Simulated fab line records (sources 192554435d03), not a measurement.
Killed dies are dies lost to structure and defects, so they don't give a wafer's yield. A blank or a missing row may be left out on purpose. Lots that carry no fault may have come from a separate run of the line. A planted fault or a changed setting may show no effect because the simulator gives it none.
Matching of chambers | flow n5 finfet | N5_GATE_CUT_ETCH_36 on rie diel-06 has 4 sister chambers
The step etches SiARC in CF4, target depth 13 nm, time 21.7 s. 20 wafers are shown with their chamber, then 10 later ones without.

## WAFERS, EACH WITH ITS CHAMBER
wafer  | chamber | showerhead plenum p Torr (Torr) | throttle valve pct (%) | oes product au (a.u.)
L076.1 | 1       | 2.13                            | 15.74                  | 0.60
L076.2 | 2       | 2.26                            | 15.39                  | 0.75
L076.4 | 0       | 2.20                            | 15.76                  | 0.56
L078.1 | 2       | 2.25                            | 15.40                  | 0.74
L078.2 | 3       | 2.00                            | 15.30                  | 0.70
L078.3 | 1       | 2.13                            | 15.74                  | 0.59
L078.4 | 2       | 2.25                            | 15.42                  | 0.74
L078.5 | 1       | 2.13                            | 15.76                  | 0.59
L078.6 | 3       | 2.00                            | 15.30                  | 0.70
L080.1 | 1       | 2.12                            | 15.75                  | 0.59
L080.2 | 2       | 2.25                            | 15.42                  | 0.73
L080.3 | 3       | 2.00                            | 15.33                  | 0.69
L080.4 | 3       | 2.00                            | 15.32                  | 0.69
L080.5 | 2       | 2.25                            | 15.44                  | 0.74
L080.6 | 1       | 2.12                            | 15.77                  | 0.59
L089.3 | 3       | 1.99                            | 15.35                  | 0.68
L089.4 | 1       | 2.12                            | 15.80                  | 0.57
L089.6 | 3       | 1.99                            | 15.35                  | 0.68
L092.2 | 3       | 1.99                            | 15.34                  | 0.67
L092.4 | 2       | 2.24                            | 15.46                  | 0.71

SIGNATURES, as means of the wafers listed above
reading                  | chamber 0 | chamber 1 | chamber 2 | chamber 3 | scatter within a chamber
showerhead plenum p Torr | 2.2000    | 2.1250    | 2.2500    | 1.9957    | 0.00571
throttle valve pct       | 15.7600   | 15.7600   | 15.4217   | 15.3271   | 0.0232
oes product au           | 0.5600    | 0.5883    | 0.7350    | 0.6871    | 0.0117
Rule: distance of a wafer from a chamber = root of the sum over the readings of ((wafer's reading minus chamber's mean) / reading's scatter) squared. If the next closest chamber is less than 2 further off than the closest, the wafer can't be placed; otherwise it belongs to the closest. The scatter is the square root of a quotient: the sum, over the shown wafers, of each reading's squared deviation from its chamber's mean, divided by wafers minus chambers.

## WAFERS WITH NO CHAMBER GIVEN
wafer  | showerhead plenum p Torr (Torr) | throttle valve pct (%) | oes product au (a.u.)
L092.5 | 2.24                            | 15.46                  | 0.72
L096.1 | 2.11                            | 15.81                  | 0.57
L096.2 | 2.19                            | 15.35                  | 0.78
L096.3 | 2.24                            | 15.49                  | 0.72
L096.4 | 1.99                            | 15.39                  | 0.68
L096.5 | 2.11                            | 15.83                  | 0.57
L096.6 | 2.24                            | 15.47                  | 0.71
L097.2 | 2.19                            | 15.36                  | 0.78
L097.3 | 2.24                            | 15.49                  | 0.70
L097.4 | 1.99                            | 15.38                  | 0.68

## EACH ONE'S CHAMBER
wafer  | from the rows above | in truth
L092.5 | 2                   | 2
L096.1 | 1                   | 1
L096.2 | 2                   | 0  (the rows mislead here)
L096.3 | 2                   | 2
L096.4 | 3                   | 3
L096.5 | 1                   | 1
L096.6 | 2                   | 2
L097.2 | 2                   | 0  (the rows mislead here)
L097.3 | 2                   | 2
L097.4 | 3                   | 3
Placed correctly: 8 of 10. Number that these rows cannot place: 0. Number placed wrongly: 2.
